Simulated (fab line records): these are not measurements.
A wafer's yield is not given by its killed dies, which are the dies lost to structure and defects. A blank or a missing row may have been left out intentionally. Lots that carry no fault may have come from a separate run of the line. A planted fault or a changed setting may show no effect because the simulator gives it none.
fab line records + flow n5-finfet
[record]
- lots = 4
- wafers = 12
- last-day = 15
route steps=1938 shown PMOS_HMC_CHANNEL_EPI@84 FIN_SAQP@90 STI_FIN_REVEAL@196 BEOL_M4@1111
lots that met no fault: from a run of the same line without faults
start-h: hours from the record's first day to the start of the lot's first wafer shown + wait-h: hours elapsed since this lot's preceding step + " same as the row above + L1.1+2: several wafers, shown together as one row + - either no value or no given start + * or withheld: withheld + < > ~ a bound
route shown NAME@n: NAME is a module with steps in the file, n the number in the route of the first one + usual: mean and standard deviation over wafers with no fault + same: alike in all rows + chamber/n: place in a boat + sites: the reading at each site + _std_site: standard deviation across them + _edge_site: inner sites' mean taken away from outer sites' mean + radius-mm: for every site, how far away it sits from the centre of the wafer + mask NAME#n: copy n + behind: the most recent tool/chamber to have shaped the wafer + hold: why the lot was held/for how many hours/how that ended + device: the transistor (n, p or np) that didn't switch + end of line: at the end of the route, the tests of the same wafers + a step with no rows: only its recipe + killed: at the first sort, the dies lost to defects and structure; wafer yield is something else + map: dies across one wafer; x = killed, . = not, _ = none there
set.NAME: the setting as run; set.NAME@STEP: as run at that earlier step + model.NAME: the simulator's own value behind a step, which no gauge read
lots seen at some steps along the route; tables by step, rows by wafer
services: the hour from which a tool's chamber was out of use, counted from the record's first day as start-h (under 0 if before that day), plus the number of hours and why
[[steps]]
[step N5_PMOS_HMC_CHANNEL_EPI_PRECLEAN_37]
[recipe]
- chemistry = O3/DIW
- time-s = 45
- temp-c = 22
- o3-ppm = 10
[step N5_PMOS_HMC_CHANNEL_EPI_PRECLEAN_24]
[recipe]
- chemistry = DHF
- time-s = 30
- temp-c = 25
- dilution = withheld
[step N5_PMOS_HMC_CHANNEL_EPI_SRD_25]
[recipe]
- dry = ipa-marangoni
- do-ppb = 5
- time-s = 30
- temp-c = 23
- rinse-liquid = diw
[step N5_PMOS_HMC_CHANNEL_EPI_EPI_26]
[recipe]
- material = Si
- target-thk-a = 38
- temp-c = 650
- precursor = SiH4/H2
- pressure-torr = 20
- time-s = 22.7
[step N5_FIN_SAQP_PRECLEAN_42]
[recipe]
- chemistry = O3/DIW
- time-s = 60
- temp-c = 22
- o3-ppm = 10
[step N5_FIN_SAQP_PRECLEAN_00]
[recipe]
- chemistry = SC1
- time-s = 60
- temp-c = 55
- mix = 1:2:50
[step N5_FIN_SAQP_PRECLEAN_44]
[recipe]
- chemistry = SC2
- time-s = 45
- temp-c = 35
- mix = 1:1:50
[step N5_FIN_SAQP_SRD_01]
[recipe]
- dry = ipa-marangoni
- time-s = 30
- temp-c = 23
- rinse-liquid = diw
[step N5_FIN_SAQP_ALD_61]
[recipe]
- material = SiO2
- target-thk-a = 40
- temp-c = 300
- ald-precursor-family = BDEAS
- ald-co-reactant = O2-plasma
- pulse-time-s = 1
- purge-time-s = 2
- co-reactant-purge-time-s = 2
- ald-cycles = 43
- pressure-torr = 2
[step N5_FIN_SAQP_DENSIFY_62]
[recipe]
- temp-c = 700
- time-s = 60
- ambient = N2
- idle-temp-c = 600
- ramp-up-c-per-s = 150
- ramp-down-c-per-s = 60
- cool-to-c = 600
[step N5_FIN_SAQP_HM_DEP_03]
[recipe]
- material = SiNx
- target-thk-a = 380
- temp-c = 400
- precursor = SiH4/NH3/N2
- pressure-torr = 1.5
- rf-w = 300
- time-s = 33.6
[usual]
- heater-power-w = 767/110
- showerhead-plenum-p-Torr = 5.16/0.084
- throttle-valve-pct = 39.4/2.1
| lot.wafer | tool     | chamber | start-h | wait-h | heater-power-w | showerhead-plenum-p-Torr | throttle-valve-pct | model.SiNx_of_FIN_SAQP_HM_DEP_03.thk-nm |
|-----------|----------|---------|---------|--------|----------------|--------------------------|--------------------|-----------------------------------------|
| L530.1    | pecvd-02 | 1       | 39.28   | 0.2    | 785            | 5.11                     | 42.0               | 37.22                                   |
| L530.3    | "        | 1       | "       | "      | 765            | 5.13                     | 42.3               | 37.71                                   |
| L530.5    | "        | 1       | "       | "      | 780            | 5.13                     | 42.2               | 38.17                                   |
| L540.2    | pecvd-02 | 2       | 102.40  | 0.2    | 618            | 5.25                     | 38.1               | 32.78                                   |
| L540.3    | "        | 0       | "       | "      | 783            | 5.25                     | 36.9               | 37.41                                   |
| L540.4    | "        | 1       | "       | "      | 669            | 5.11                     | 42.1               | 33.93                                   |
| L541.1    | pecvd-02 | 0       | 106.18  | 0.2    | 817            | 5.26                     | 36.8               | 38.81                                   |
| L541.2    | "        | 1       | "       | "      | 713            | 5.13                     | 42.2               | 33.91                                   |
| L541.3    | "        | 2       | "       | "      | 650            | 5.26                     | 38.0               | 37.19                                   |
| L544.1    | pecvd-01 | 0       | 124.74  | 0.2    | 811            | 5.17                     | 39.5               | 38.2                                    |
| L544.3    | "        | 2       | "       | "      | 680            | 5.22                     | 37.6               | 38.33                                   |
| L544.4    | "        | 0       | "       | "      | 797            | 5.15                     | 39.5               | 38.44                                   |
[step N5_FIN_SAQP_THK_MEAS_05]
[usual]
- thk-nm = 38.2/0.63
| lot.wafer | tool          | chamber | start-h | wait-h | thk-nm |
|-----------|---------------|---------|---------|--------|--------|
| L530.1    | film-metro-01 | -       | 39.40   | 0.1    | 37.2   |
| L530.3    | "             | -       | "       | "      | 37.7   |
| L530.5    | "             | -       | "       | "      | 38.2   |
| L540.2    | film-metro-01 | -       | 102.49  | 0.1    | 32.8   |
| L540.3    | "             | -       | "       | "      | 37.4   |
| L540.4    | "             | -       | "       | "      | 34.0   |
| L541.1    | film-metro-01 | -       | 106.26  | 0.1    | 38.9   |
| L541.2    | "             | -       | "       | "      | 34.0   |
| L541.3    | "             | -       | "       | "      | 37.1   |
| L544.1    | film-metro-02 | -       | 124.85  | 0.1    | 38.2   |
| L544.3    | "             | -       | "       | "      | 38.3   |
| L544.4    | "             | -       | "       | "      | 38.5   |
[step N5_FIN_SAQP_PECVD_47]
[recipe]
- material = a-Si
- target-thk-a = 450
- temp-c = 400
- precursor = SiH4/He
- pressure-torr = 3
- rf-w = 100
- time-s = 36.3
[step N5_FIN_SAQP_PECVD_48]
[recipe]
- material = SiNx
- target-thk-a = 250
- temp-c = 400
- precursor = SiH4/NH3/N2
- pressure-torr = 1.5
- rf-w = 300
- time-s = 22.1
[step N5_FIN_SAQP_PECVD_06]
[recipe]
- material = a-Si
- target-thk-a = 600
- temp-c = 400
- precursor = SiH4/He
- pressure-torr = 3
- rf-w = 100
- time-s = 48.1
[step N5_FIN_SAQP_HM_DEP_72]
[recipe]
- material = SiO2
- target-thk-a = 120
- temp-c = 400
- precursor = SiH4/N2O
- pressure-torr = 0.75
- rf-w = 275
- time-s = 7.2
[step N5_FIN_SAQP_COAT_49]
[recipe]
- resist = SOC
- temp-c = 250
- time-s = 60
- spin-rpm = 1500
- resist-thk-nm = 100
[step N5_FIN_SAQP_COAT_50]
[recipe]
- resist = SiARC
- temp-c = 220
- time-s = 60
- spin-rpm = 1500
- resist-thk-nm = 35
[step N5_FIN_SAQP_COAT_10]
[recipe]
- resist = CAR-ArF
- spin-rpm = 1500
- resist-thk-nm = 90
[step N5_FIN_SAQP_EBR_12]
[recipe]
- solvent = PGMEA
- ebr-width-mm = 1.5
[step N5_FIN_SAQP_SOFTBAKE_11]
[recipe]
- temp-c = 110
- time-s = 60
- resist = CAR-ArF
[step N5_FIN_SAQP_EXPOSE_13]
[recipe]
- mask-id = FIN_CORE
- na = 1.35
- source-shape = dipole
- sigma-inner = 0.538
- sigma-outer = 0.738
- polarization = te
- target-cd-nm = 35.6
- dose-mj = 63.25
[step N5_FIN_SAQP_PEB_14]
[recipe]
- peb-temp-c = withheld
- peb-time-s = 60
- resist = CAR-ArF
[step N5_FIN_SAQP_DEVELOP_15]
[recipe]
- develop-time-s = 30
- developer = TMAH
- resist = CAR-ArF
- dev-temp-c = 23
- rinse-liquid = diw
- dry = air-spin
[step N5_FIN_SAQP_DESCUM_21]
[recipe]
- chemistry = O2
- time-s = 7.9
- source-power-w = 50
- bias-power-w = 20
- pressure-mtorr = 20
- rf-frequency-hz = 2.712e+07
- temp-c = 40
- resist = CAR-ArF
- o2-flow-sccm = 225
[step N5_FIN_SAQP_ETCH_51]
[recipe]
- chemistry = CF4
- target = SiARC
- target-depth-a = 455
- mask-material = CAR-ArF
- time-s = 75.8
- ion-energy-ev = 80
- pressure-mtorr = 40
- source-w = 545
- bias-w = 36
- Ar_flow_sccm = 100
- cf4-flow-sccm = 100
- ends = cleared
[step N5_FIN_SAQP_ETCH_52]
[recipe]
- chemistry = N2/H2
- target = SOC
- target-depth-a = 1000
- overetch-a = 200
- mask-material = SiARC
- temp-c = 40
- time-s = 150
- ion-energy-ev = 200
- pressure-mtorr = 30
- source-w = 840
- bias-w = 150
- n2-flow-sccm = 200
- h2-flow-sccm = 200
- ends = end-point
[step N5_FIN_SAQP_STRIP_53]
[recipe]
- chemistry = N2/H2
- temp-c = 40
- n2-flow-sccm = 200
- h2-flow-sccm = 200
- rf-frequency-hz = 6e+07
[step N5_FIN_SAQP_HM_OPEN_73]
[recipe]
- chemistry = CHF3/O2
- target = SiO2
- stop-on = a-Si
- target-depth-a = 120
- over-etch-frac = 1.8
- mask-material = SOC
- time-s = 16.8
- pressure-mtorr = 30
- source-w = 650
- bias-w = 170
- Ar_flow_sccm = 200
- CHF3_flow_sccm = 50
- O2_flow_sccm = 5
- ion-energy-ev = 200
- ends = end-point
[step N5_FIN_SAQP_STRIP_74]
[recipe]
- chemistry = CHF3/O2
- resist = SiARC
- rf-frequency-hz = 6e+07
[step N5_FIN_SAQP_MANDREL_ETCH_22]
[recipe]
- target-depth-a = 600
- chemistry = HBr/Cl2
- target = a-Si
- stop-on = SiNx
- bt-time-s = 10
- over-etch-frac = 0.5
- time-s = 30
- pressure-mtorr = 10
- icp-w = 800
- bias-w = 75
- HBr_flow_sccm = 150
- Cl2_flow_sccm = 80
- ends = end-point
[step N5_FIN_SAQP_STRIP_55]
[recipe]
- chemistry = N2/H2
- power-w = 500
- temp-c = 40
- pressure-mtorr = 50
- rf-frequency-hz = 6e+07
- overash-fraction = 0.3
- bias-power-w = 28
- h2-frac = 0.5
- n2-flow-sccm = 300
- h2-flow-sccm = 300
[step N5_FIN_SAQP_STRIP_23]
[recipe]
- chemistry = SPM
- time-s = 750
- temp-c = 130
- h2so4-h2o2-vol-ratio = 4
[step N5_FIN_SAQP_SRD_66]
[recipe]
- dry = ipa-marangoni
- time-s = 30
- temp-c = 23
- rinse-liquid = diw
[step N5_FIN_SAQP_RECESS_75]
[recipe]
- chemistry = HF/NH3
- target = SiO2
- target-depth-a = 144
- afs-cycles = 3
- temp-c = 30
- sublimation-temp-c = 180
- sublimation-time-s = 60
[step N5_FIN_SAQP_SPACER1_ALD_24]
[recipe]
- material = SiO2
- target-thk-a = 203
- temp-c = 300
- ald-precursor-family = BDEAS
- ald-co-reactant = O2-plasma
- pulse-time-s = 1
- purge-time-s = 2
- co-reactant-purge-time-s = 2
- ald-cycles = 218
- pressure-torr = 2
[step N5_FIN_SAQP_HM_OPEN_33]
[recipe]
- chemistry = CH3F/O2
- target = SiNx
- mask-material = SiO2
- target-depth-a = 494
- time-s = 70.6
- pressure-mtorr = 30
- source-w = 395
- bias-w = 73
- Ar_flow_sccm = 150
- CH3F_flow_sccm = 30
- O2_flow_sccm = 20
- ion-energy-ev = 120
- ends = cleared
[usual]
- bias-w = 73.01/0.24
- drypump-motor-current-A = 5.5/0.47
- etch-rf-on-time-s = 70.1/1.6
- oes_f_703_au = 0.76/0.12
- oes-product-au = 0.66/0.093
- rf-vpp-V = 298/6.6
- showerhead-plenum-p-Torr = 2.01/0.048
- throttle-valve-pct = 16.43/0.25
| lot.wafer | tool        | chamber | start-h | wait-h | bias-w | drypump-motor-current-A | etch-rf-on-time-s | oes_f_703_au | oes-product-au | rf-hours-counter-h | rf-vpp-V | showerhead-plenum-p-Torr | throttle-valve-pct | model.etch.depth-nm |
|-----------|-------------|---------|---------|--------|--------|-------------------------|-------------------|--------------|----------------|--------------------|----------|--------------------------|--------------------|---------------------|
| L530.1    | rie-diel-03 | 0       | 43.94   | 0.0    | 72.80  | 6.3                     | 67.9              | 0.64         | 0.60           | 227                | 304      | 2.00                     | 16.76              | 36.59               |
| L530.3    | "           | 3       | "       | "      | 72.79  | 5.5                     | 68.3              | 0.70         | 0.65           | 181                | 303      | 2.05                     | 16.44              | 37.08               |
| L530.5    | "           | 1       | "       | "      | 73.38  | 5.9                     | 69.1              | 0.70         | 0.60           | -                  | 296      | 1.96                     | 16.55              | 37.54               |
| L540.2    | rie-diel-05 | 0       | 110.35  | 0.1    | 72.87  | 5.9                     | 58.8              | 0.92         | 0.79           | 20                 | 293      | 1.97                     | 16.36              | 32.15               |
| L540.3    | "           | 2       | "       | "      | 72.97  | 4.8                     | 67.3              | 0.79         | 0.64           | 139                | 283      | 1.92                     | 16.43              | 36.79               |
| L540.4    | "           | 1       | "       | "      | 73.09  | 5.1                     | 62.6              | 0.89         | 0.78           | 8                  | 308      | 2.04                     | 16.09              | 33.01               |
| L541.1    | rie-diel-05 | 0       | 113.79  | 0.0    | 72.97  | 5.9                     | 70.1              | 0.91         | 0.78           | 21                 | 293      | 1.97                     | 16.36              | 38.18               |
| L541.2    | "           | 3       | "       | "      | 73.29  | 6.1                     | 65.7              | 0.69         | 0.60           | 174                | 296      | 1.99                     | 16.49              | 33.28               |
| L541.3    | "           | 1       | "       | "      | 72.98  | 5.1                     | 69.9              | 0.89         | 0.77           | 9                  | 307      | 2.04                     | 16.10              | 36.29               |
| L544.1    | rie-diel-03 | 1       | 129.95  | 0.1    | 73.04  | 5.9                     | 71.1              | 0.68         | 0.58           | 255                | 298      | 1.95                     | 16.62              | 37.58               |
| L544.3    | "           | 2       | "       | "      | 72.85  | 5.8                     | 70.2              | 0.93         | 0.80           | 19                 | 304      | 2.04                     | 16.02              | 37.7                |
| L544.4    | "           | 2       | "       | "      | 72.79  | 5.8                     | 71.4              | 0.94         | 0.79           | -                  | 306      | 2.04                     | 16.02              | 37.81               |
[step N5_STI_FIN_REVEAL_RECESS_09]
[recipe]
- chemistry = HF/NH3
- target = SiO2
- afs-cycles = 11
- target-depth-a = 425
- temp-c = 30
- sublimation-temp-c = 180
- sublimation-time-s = 60
[usual]
- drypump-motor-current-A = 5.71/0.25
- temp-c = 30.00/0.1
[same]
- afs-cycles = 11
| lot.wafer | tool          | chamber | start-h | wait-h | drypump-motor-current-A | temp-c | model.SiNx_of_FIN_SAQP_HM_DEP_03.thk-nm |
|-----------|---------------|---------|---------|--------|-------------------------|--------|-----------------------------------------|
| L530.1    | vapor-etch-01 | 1       | 54.56   | 0.0    | 5.88                    | 29.95  | 17.8                                    |
| L530.3    | "             | 1       | "       | "      | 5.89                    | 30.00  | 17                                      |
| L530.5    | "             | 0       | "       | "      | 5.61                    | 29.97  | 18.6                                    |
| L540.2    | vapor-etch-01 | 1       | 119.20  | 0.0    | 5.90                    | 30.13  | 13.2                                    |
| L540.3    | "             | 1       | "       | "      | 5.88                    | 29.99  | 17                                      |
| L540.4    | "             | 0       | "       | "      | 5.61                    | 30.10  | 14                                      |
| L541.1    | vapor-etch-02 | 1       | 121.70  | 0.0    | 5.99                    | 30.03  | 19                                      |
| L541.2    | "             | 0       | "       | "      | 5.26                    | 29.87  | 14                                      |
| L541.3    | "             | 1       | "       | "      | 6.00                    | 29.98  | 16.2                                    |
| L544.1    | vapor-etch-01 | 0       | 138.00  | 0.0    | 5.61                    | 29.96  | 17.2                                    |
| L544.3    | "             | 1       | "       | "      | 5.90                    | 29.80  | 18.6                                    |
| L544.4    | "             | 0       | "       | "      | 5.61                    | 29.94  | 19.2                                    |
[step N5_BEOL_M4_RC_MEAS_101]
[usual]
- DIBL_N = 36.9/2.1
- DIBL_P = 37.1/2.5
- IOFF_N = 0.17/0.039
- IOFF_P = 0.23/0.043
- ION_N = 673/15
- ION_P = 462/9.1
- SS_N = 71.8/0.69
- SS_P = 73.6/0.74
- VT_N = 250/3.6
- VT_P = -249.7/2.9
| lot.wafer | tool      | chamber | start-h | wait-h | DIBL_N[mV/V] | DIBL_P[mV/V] | IOFF_N[nA/um] | IOFF_P[nA/um] | ION_N[uA/um] | ION_P[uA/um] | SS_N[mV/dec] | SS_P[mV/dec] | VT_N[mV] | VT_P[mV] |
|-----------|-----------|---------|---------|--------|--------------|--------------|---------------|---------------|--------------|--------------|--------------|--------------|----------|----------|
| L530.1    | prober-01 | 0       | 180.64  | 0.0    | 37.8         | 38.7         | 0.20          | 0.24          | 678          | 455          | 71.4         | 73.9         | 246      | -248.7   |
| L530.3    | "         | 0       | "       | "      | 36.0         | 36.0         | 0.15          | 0.20          | 658          | 450          | 71.2         | 73.1         | 248      | -253.2   |
| L530.5    | "         | 0       | "       | "      | 37.2         | 36.7         | 0.18          | 0.21          | 678          | 458          | 71.3         | 73.7         | 249      | -250.8   |
| L540.2    | prober-01 | 0       | 251.01  | 0.2    | 37.6         | 36.6         | 0.14          | 0.20          | 669          | 461          | 72.0         | 73.4         | 256      | -253.1   |
| L540.3    | "         | 0       | "       | "      | 38.0         | 38.7         | 0.16          | 0.25          | 665          | 465          | 72.0         | 74.2         | 252      | -249.0   |
| L540.4    | "         | 0       | "       | "      | 37.1         | 35.6         | 0.15          | 0.19          | 680          | 462          | 71.6         | 73.0         | 251      | -251.0   |
| L541.1    | prober-01 | 0       | 257.49  | 0.0    | 37.7         | 38.6         | 0.18          | 0.25          | 681          | 471          | 71.3         | 73.1         | 248      | -247.8   |
| L541.2    | "         | 0       | "       | "      | 40.3         | 40.6         | 0.21          | 0.28          | 672          | 459          | 72.1         | 74.4         | 248      | -247.9   |
| L541.3    | "         | 0       | "       | "      | 35.8         | 35.0         | 0.14          | 0.19          | 671          | 467          | 70.7         | 73.1         | 253      | -252.3   |
| L544.1    | prober-01 | 0       | 267.24  | 0.0    | 38.3         | 39.8         | 0.20          | 0.27          | 673          | 466          | 71.8         | 73.5         | 248      | -246.5   |
| L544.3    | "         | 0       | "       | "      | 33.0         | 33.7         | 0.12          | 0.17          | 668          | 461          | 70.6         | 72.0         | 254      | -255.0   |
| L544.4    | "         | 0       | "       | "      | 34.1         | 33.8         | 0.13          | 0.17          | 647          | 449          | 70.8         | 72.3         | 252      | -254.0   |
[[services]]
| tool          | chamber | start-h | hours | kind                          |
|---------------|---------|---------|-------|-------------------------------|
| pecvd-02      | 2       | 21.12   | -     | clean                         |
| pecvd-02      | 2       | 21.12   | -     | consumable-replace:showerhead |
| pecvd-02      | 2       | 21.12   | 29.0  | scheduled-down                |
| pecvd-02      | 2       | 21.12   | 29.0  | vent-cycle                    |
| rie-diel-05   | 0       | 42.73   | -     | clean                         |
| rie-diel-05   | 0       | 42.73   | -     | consumable-replace:focus-ring |
| rie-diel-05   | 0       | 42.73   | 14.6  | scheduled-down                |
| rie-diel-05   | 0       | 42.73   | 14.6  | vent-cycle                    |
| pecvd-02      | 1       | 52.18   | 3.5   | repair                        |
| rie-diel-03   | 2       | 58.66   | -     | clean                         |
| rie-diel-03   | 2       | 58.66   | -     | consumable-replace:focus-ring |
| rie-diel-03   | 2       | 58.66   | 30.3  | scheduled-down                |
| rie-diel-03   | 2       | 58.66   | 30.3  | vent-cycle                    |
| rie-diel-05   | 1       | 69.95   | -     | clean                         |
| rie-diel-05   | 1       | 69.95   | -     | consumable-replace:focus-ring |
| rie-diel-03   | 0       | 77.63   | 53.1  | repair                        |
| vapor-etch-01 | -       | 87.23   | 0.1   | repair                        |
| rie-diel-03   | 2       | 97.15   | 3.3   | repair                        |
| pecvd-01      | 1       | 99.56   | 51.8  | repair                        |
| rie-diel-03   | 1       | 130.75  | -     | clean                         |
| rie-diel-03   | 1       | 130.75  | -     | consumable-replace:focus-ring |
| rie-diel-03   | 1       | 130.75  | 17.5  | scheduled-down                |
| rie-diel-03   | 1       | 130.75  | 17.5  | vent-cycle                    |
[[key]]
[first-sign]
- step = N5_FIN_SAQP_THK_MEAS_05
- reading = thk-nm
- direction = down
- sigmas = 7.3
- usual = *
- struck = *
[effect]
- step = N5_FIN_SAQP_HM_OPEN_33
- reading = etch-rf-on-time-s
- direction = down
- sigmas = 4.9
- usual = *
- struck = *
[model-effect]
- step = N5_FIN_SAQP_HM_DEP_03
- value = SiNx_of_FIN_SAQP_HM_DEP_03.thk-nm
- without = 37.51
- struck = 33.54
[model-effect]
- step = N5_FIN_SAQP_HM_OPEN_33
- value = etch.depth-nm
- without = 36.79
- struck = 32.82
[model-effect]
- step = N5_STI_FIN_REVEAL_RECESS_09
- value = SiNx_of_FIN_SAQP_HM_DEP_03.thk-nm
- without = 17.73
- struck = 13.73
met-at N5_FIN_SAQP_HM_DEP_03
struck-wafers L540.2,L540.4,L541.2
onset-between 39.28 102.40
[fault]
- kind = process-parameter-drift
- tool = pecvd-02
- chamber = -
- onset-h = 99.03
- steps = N5_FIN_SAQP_HM_DEP_03
- channel = target-thk-a
- offset = *
- shape = step
- end-h = 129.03
- scope = struck-wafers-only
- acts-in = *
- stated = *
